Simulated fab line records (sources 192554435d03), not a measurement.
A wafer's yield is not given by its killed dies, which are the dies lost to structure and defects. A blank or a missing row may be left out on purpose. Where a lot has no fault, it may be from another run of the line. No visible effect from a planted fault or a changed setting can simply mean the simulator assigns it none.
Chamber matching + flow n5Finfet + N5_BEOL_M4_CO_CAP_55 on cvdCo-01 has 3 sister chambers
The step material Co, precursor CCTBA/H2, target thk 2 nm, time 102.1 s. 6 wafers are shown with their chamber, then 12 later ones without.

## WAFERS, EACH WITH ITS CHAMBER
| wafer  | chamber | heaterPowerW (W) |
|--------|---------|------------------|
| L091.1 | 1       | 268              |
| L091.2 | 0       | 228              |
| L091.3 | 2       | 216              |
| L091.4 | 0       | 230              |
| L091.5 | 2       | 219              |
| L091.6 | 1       | 269              |

## WAFERS MISSING THEIR CHAMBER
| wafer  | heaterPowerW (W) |
|--------|------------------|
| L092.1 | 223              |
| L092.2 | 264              |
| L092.3 | 219              |
| L092.4 | 271              |
| L092.5 | 219              |
| L092.6 | 224              |
| L093.2 | 214              |
| L093.3 | 226              |
| L093.4 | 222              |
| L096.1 | 230              |
| L096.2 | 219              |
| L096.4 | 268              |

## EACH ONE'S CHAMBER
| wafer  | from the rows above     | in truth |
|--------|-------------------------|----------|
| L092.1 | can't be placed: 2 or 0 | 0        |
| L092.2 | 1                       | 1        |
| L092.3 | 2                       | 2        |
| L092.4 | 1                       | 1        |
| L092.5 | 2                       | 2        |
| L092.6 | can't be placed: 0 or 2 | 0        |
| L093.2 | 2                       | 2        |
| L093.3 | 0                       | 0        |
| L093.4 | can't be placed: 2 or 0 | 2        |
| L096.1 | 0                       | 0        |
| L096.2 | 2                       | 2        |
| L096.4 | 1                       | 1        |
9 of 12 placed correctly. Can't be placed from these rows: 3 (the true chamber is among the candidates in 3). Wrongly placed: 0.
How it was worked out, from the rows above alone: a wafer's distance from a chamber is the root of the sum, over the readings, of the square of ((its reading less the chamber's mean) divided by the reading's scatter). If the next closest chamber is less than 2 further off than the closest, the wafer can't be placed; otherwise it belongs to the closest. A chamber's mean is the mean of its shown wafers. The scatter is the square root of a quotient: the sum, over the shown wafers, of each reading's squared deviation from its chamber's mean, divided by wafers minus chambers.
